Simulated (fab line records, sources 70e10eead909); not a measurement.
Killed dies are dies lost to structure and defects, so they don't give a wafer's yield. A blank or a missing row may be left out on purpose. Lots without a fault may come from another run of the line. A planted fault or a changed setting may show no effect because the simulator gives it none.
fab line records | flow nand_harc
record lots=5 wafers=15 last_day=32
route steps=1302 shown P_M2@337 P_BONDPAD@351 END@1302
lots that met no fault: from a run of the same line without faults
start_h: hours from the record's first day to the start of the lot's first wafer shown | wait_h: hours since the lot's step before | " the same as in the row above | L1.1+2: a row that stands for several wafers | - no value, or no start given | * or withheld: withheld | < > ~ a bound
route shown NAME@n: a module of which the file shows steps, and the number in the route of the first | usual: mean/standard deviation of fault-free wafers | same: alike in all rows | chamber/n: place in a boat | sites: the reading at each site | _std_site: their standard deviation | _edge_site: outer sites' mean less inner sites' | radius_mm: how far each site lies from the wafer's centre | mask NAME#n: copy n | behind: the tool/chamber that last shaped the wafer | hold: why the lot was held/for how many hours/how that ended | device: the transistor (n, p or np) that didn't switch | end of line: the same wafers' tests at the end of the route | a step without rows: its recipe alone | killed: dies lost to structure and defects at the first sort, not the wafer's yield | map: a wafer's dies, x killed, . not, _ none there
set.NAME: the setting as run; set.NAME@STEP: as run at that earlier step | model.NAME: the simulator's own value behind a step, which no gauge read
lots at some steps of the route; a table a step, a row a wafer
services: from which hour (start_h, from the record's first day; less than 0 if before it) a tool's chamber was out of use, for how many hours, and why
## steps
# step NHARC_P_M2_STRIP_19
# recipe time_s=600 temp_c=30 chemistry=post_etch_residue_remover
# step NHARC_P_M2_DEGAS_29
# recipe temp_c=250 time_s=60
# step NHARC_P_M2_PRE_CLEAN_30
# recipe time_s=30 temp_c=280 gas=H2/He
# step NHARC_P_M2_PVD_20
# recipe target_thk_a=50 bias_v=168.6 power_w=15000 chamber_pressure_pa=0.12 time_s=8.06 substrate_temp_c=50 material=TaN
# step NHARC_P_M2_PVD_21
# recipe target_thk_a=300 chamber_pressure_pa=5 power_w=5000 substrate_temp_c=30 time_s=20.49 material=Cu
# step NHARC_P_M2_ECD_22
# recipe target_thk_a=4000 bath_temp_c=25 material=Cu
# step NHARC_P_M2_ANNEAL_31
# recipe temp_c=225 time_s=90
# step NHARC_P_M2_CMP_23
# recipe t_overpolish_s=20 target_thk_nm=144.3
# step NHARC_P_M2_SRD_25
# step NHARC_P_M2_PRE_CLEAN_32
# recipe time_s=12 temp_c=370 rf_power_w=300 gas=NH3
# usual heater_power_outer_w=378/56 heater_power_w=654/84 rf_fwd_power_W=292.5/0.95 susceptor_temp_C=369.99/0.21
# columns lot.wafer tool chamber start_h wait_h heater_power_outer_w heater_power_w rf_fwd_power_W susceptor_temp_C
L293.1 pecvd-01 2 212.15 0.1 404 706 291.6 369.97
L293.2 " 0 " " 415 699 291.7 370.19
L293.3 " 1 " " 324 592 293.3 370.05
L294.1 pecvd-01 1 218.27 0.1 336 592 292.0 370.03
L294.2 " 0 " " 428 715 293.6 369.93
L294.4 " 0 " " 444 721 293.2 369.68
L295.3 pecvd-01 0 231.99 0.1 350 628 293.2 369.95
L295.1 " 2 " " 447 781 291.7 370.00
L295.4 " 0 " " 362 625 294.1 370.30
L304.1 pecvd-01 0 328.32 0.1 388 697 291.1 369.97
L304.2 " 1 " " 384 671 293.8 369.95
L304.6 " 2 " " 469 815 291.6 370.38
L305.2 pecvd-03 2 332.01 0.1 281 589 290.9 370.03
L305.5 " 2 " " 282 585 290.6 369.40
L305.6 " 0 " " 442 759 291.6 370.25
# step NHARC_P_M2_DEP_33
# recipe target_thk_a=300 temp_c=370 target_thk_nm=30 pressure_torr=3 flow_sccm=200 rf_w=450 material=SiCN
# step NHARC_P_BONDPAD_DEP_00
# recipe target_thk_a=2500 temp_c=370 target_thk_nm=250 pressure_torr=3 flow_sccm=200 rf_w=450 material=SiCN
# step NHARC_P_BONDPAD_CMP_32
# recipe target_thk_nm=200 material=SiCN
# step NHARC_P_BONDPAD_SRD_34
# step NHARC_P_BONDPAD_DEHYDRATE_01
# recipe temp_c=150 time_s=120
# step NHARC_P_BONDPAD_HMDS_02
# recipe time_s=30
# step NHARC_P_BONDPAD_COAT_36
# recipe temp_c=200 time_s=65
# step NHARC_P_BONDPAD_COAT_03
# recipe spin_rpm=2000 resist_thk_nm=600
# step NHARC_P_BONDPAD_SOFTBAKE_04
# recipe temp_c=125 time_s=70
# step NHARC_P_BONDPAD_EBR_05
# step NHARC_P_BONDPAD_EXPOSE_06
# recipe na=0.55 dose_mj=37.06 mask_id=P_BPAD
# step NHARC_P_BONDPAD_PEB_07
# recipe peb_temp_c=128 peb_time_s=80
# step NHARC_P_BONDPAD_DEVELOP_08
# recipe time_s=50 dev_temp_c=22
# step NHARC_P_BONDPAD_HARDBAKE_10
# recipe temp_c=118 time_s=65
# step NHARC_P_BONDPAD_DESCUM_11
# recipe time_s=3 o2_flow_sccm=200 ar_flow_sccm=0 bias_power_w=0 chemistry=O2
# step NHARC_P_BONDPAD_ETCH_37
# recipe target_depth_a=600 overetch_a=180 time_s=65.91 ion_energy_ev=200 n2_flow_sccm=150 h2_flow_sccm=150 ar_flow_sccm=0 rf_w=400 bias_w=150 chemistry=N2/H2
# step NHARC_P_BONDPAD_ETCH_12
# recipe target_depth_a=2000 time_s=100 chf3_flow_sccm=50 o2_flow_sccm=10 ar_flow_sccm=200 rf_w=500 bias_w=200 chemistry=CHF3/O2
# step NHARC_P_BONDPAD_STRIP_15
# recipe o2_flow_sccm=500 ar_flow_sccm=0 bias_w=0 chemistry=O2
# step NHARC_P_BONDPAD_ETCH_24
# recipe target_depth_a=300 over_etch_frac=0.3 time_s=72.99 ion_energy_ev=150 cf4_flow_sccm=50 n2_flow_sccm=100 ar_flow_sccm=150 rf_w=300 bias_w=100 chemistry=CF4/N2
# step NHARC_P_BONDPAD_STRIP_16
# recipe time_s=600 temp_c=30 chemistry=post_etch_residue_remover
# step NHARC_P_BONDPAD_DEGAS_25
# recipe temp_c=300 time_s=60
# step NHARC_P_BONDPAD_PRE_CLEAN_26
# recipe time_s=30 temp_c=280 gas=H2/He
# step NHARC_P_BONDPAD_PVD_17
# recipe target_thk_a=50 bias_v=168.6 power_w=15000 chamber_pressure_pa=0.12 time_s=8.06 substrate_temp_c=50 material=TaN
# step NHARC_P_BONDPAD_PVD_27
# recipe target_thk_a=300 chamber_pressure_pa=5 power_w=5000 substrate_temp_c=30 time_s=20.49 material=Cu
# step NHARC_P_BONDPAD_ECD_18
# recipe target_thk_a=4000 bath_temp_c=25 material=Cu
# step NHARC_END_SORT_01
# recipe temp_c=25
# usual defect_limited_yield=90.5/2.4 killed_at_array=59/16 killed_at_other=0.7/1.1 killed_at_periphery=4/3 killed_dies=64/16 killed_open=3.4/1.8 killed_short=2.6/1.7
# same gross_dies=677
# columns lot.wafer tool chamber start_h wait_h defect_limited_yield[%] killed_at_array killed_at_other killed_at_periphery killed_dies killed_open killed_short
L293.2 prober-02 0 639.84 2.8 81.4 30 1 95 126 4 3
L294.2 prober-01 0 653.15 2.8 78.4 57 0 89 146 2 6
L294.4 prober-01 0 654.73 3.4 80.8 48 0 82 130 1 0
L295.1 prober-02 0 659.58 2.5 85.4 90 1 8 99 2 3
L295.3 prober-02 0 661.18 3.1 75.3 73 2 92 167 2 4
L295.4 prober-02 0 661.97 3.4 74.4 68 0 105 173 6 2
# killed by level:class
L293.2 P_M2:unspecified=90 A_CHANNEL_HOLE_D2:chamber_film_flake=9 A_CONTACT:chamber_film_flake=8 A_CHANNEL_HOLE_D1:chamber_film_flake=4 A_STAIRCASE:chamber_film_flake=3 P_M0:geometric_particle:open=2 A_SLIT:chamber_film_flake=2 A_SOURCE_PLATE:geometric_particle:short=1
L294.2 P_M2:unspecified=85 A_CHANNEL_HOLE_D1:chamber_film_flake=29 A_CHANNEL_HOLE_D2:chamber_film_flake=10 A_CHANNEL_HOLE_D2:geometric_particle:short=3 A_CONTACT:chamber_film_flake=3 A_ZERO_WELL:chamber_film_flake=2 A_STAIRCASE:chamber_film_flake=2 P_M0:geometric_particle:open=1
L294.4 P_M2:unspecified=82 A_CHANNEL_HOLE_D1:chamber_film_flake=30 A_CHANNEL_HOLE_D2:chamber_film_flake=8 A_CONTACT:chamber_film_flake=5 A_CHANNEL_FILL_D1:geometric_particle:open=1 A_DECK1_JOINT:chamber_film_flake=1 A_CHANNEL_FILL_D2:chamber_film_flake=1 A_STAIRCASE:chamber_film_flake=1
L295.1 A_CHANNEL_HOLE_D1:chamber_film_flake=37 A_SLIT:chamber_film_flake=32 A_STAIRCASE:chamber_film_flake=9 P_STI:chamber_film_flake=6 A_CONTACT:chamber_film_flake=3 A_M1:geometric_particle:open=2 P_M0:geometric_particle:short=1 P_ZERO_WELL:chamber_film_flake=1
L295.3 P_M2:unspecified=86 A_CHANNEL_HOLE_D1:chamber_film_flake=34 A_SLIT:chamber_film_flake=31 P_STI:chamber_film_flake=2 A_STAIRCASE:chamber_film_flake=2 THIN_TSV:chamber_film_flake=2 P_STI:geometric_particle:short=1 P_M0:geometric_particle:short=1
L295.4 P_M2:unspecified=89 A_CHANNEL_HOLE_D1:chamber_film_flake=33 A_SLIT:chamber_film_flake=20 P_STI:chamber_film_flake=8 A_CONTACT:chamber_film_flake=4 P_CONTACT:geometric_particle:open=3 A_STAIRCASE:chamber_film_flake=3 A_BLC:geometric_particle:open=2
# map L293.2 (x killed, . not)
____________.____________
_________xx....._________
_______xxxx......._______
______.x.x.x.......______
_____...xx.........._____
____......x..x......x____
____x....x..........x____
___...................___
___...................___
__.....................__
__.....................__
_.....................x._
_....................x.._
_.......x..............._
_......................._
_.....x.x.........x....._
.....x...................
x........................
.................x.......
.................xx..x...
......x........x.........
_............x.x........_
_......................._
_...........x..........._
_..........x............_
_.........xxxx.x........_
__.......xxxxxxx.......__
__....x.xxxxxxxx.......__
___.x...xxxxxxx.x.....___
___....xxxxxxxxx......___
____...xxxxxxxxx.....____
____....xxxxxxxxx....____
_____...xxxxxxxx...._____
______.xxxxxxxxxx..______
_______..xxxxxxx.x_______
_________xxxxxxx_________
____________x____________
# map L294.2 (x killed, . not)
____________.____________
_________......._________
_______.....x....._______
______.......xx....______
_____.x......x.x...._____
____.......xx.x......____
____.........x.......____
___..x......x.xx......___
___...................___
__...x.......x.x.x.....__
__..................x..__
_.....x.x.x............._
_..x............x......._
_......xx..............._
_.....x.xxx............._
_...x..xxx.............._
.......xxxx.x............
.......xxxxx.............
......xxx.x.x....x.......
........x............x...
......x.x................
_........x.............._
_........x.............._
_..................x...._
_...........xx.........._
_.........xx.x.x........_
__......xxxxxxxx....x..__
__.......xxxxxxx.......__
___......xxxxxxxx.....___
___.....xxxxxxxxx.....___
____....xxxxxxxx.....____
____....xxxxxxxxx....____
_____..xxxxxxxxx...._____
______..xxxxxxxx..x______
_______.xxxxxxxxx._______
_________.xxxxxx_________
____________.____________
## services
# columns tool chamber start_h hours kind
pecvd-03 0 198.00 - clean
pecvd-03 1 198.00 - clean
pecvd-03 2 198.00 - clean
pecvd-01 2 212.47 5.8 repair
pecvd-03 - 220.38 0.5 repair
pecvd-03 2 287.08 8.3 repair
pecvd-01 - 290.25 0.8 repair
pecvd-01 - 311.06 13.0 pm
pecvd-01 0 311.06 13.0 vent_cycle
pecvd-01 1 311.06 13.0 vent_cycle
pecvd-01 2 311.06 13.0 vent_cycle
pecvd-01 0 324.06 - clean
pecvd-01 1 324.06 - clean
pecvd-01 2 324.06 - clean
## key
first_sign step=NHARC_END_SORT_01 reading=killed_at_periphery direction=up sigmas=29 usual=4 struck=93
effect step=NHARC_END_SORT_01 reading=defect_limited_yield direction=down sigmas=5.1 usual=90.5 struck=78.1
more_kills_born_at NHARC_P_M2_PRE_CLEAN_32@pecvd-01=432
met_at NHARC_P_M2_PRE_CLEAN_32
struck_wafers L293.2,L294.2,L294.4,L295.3,L295.4
fault kind=chamber_particle_source tool=pecvd-01 chamber=0 onset_h=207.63 steps=NHARC_P_M2_PRE_CLEAN_32 rate_per_visit_cm2=1.3803 end_h=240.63
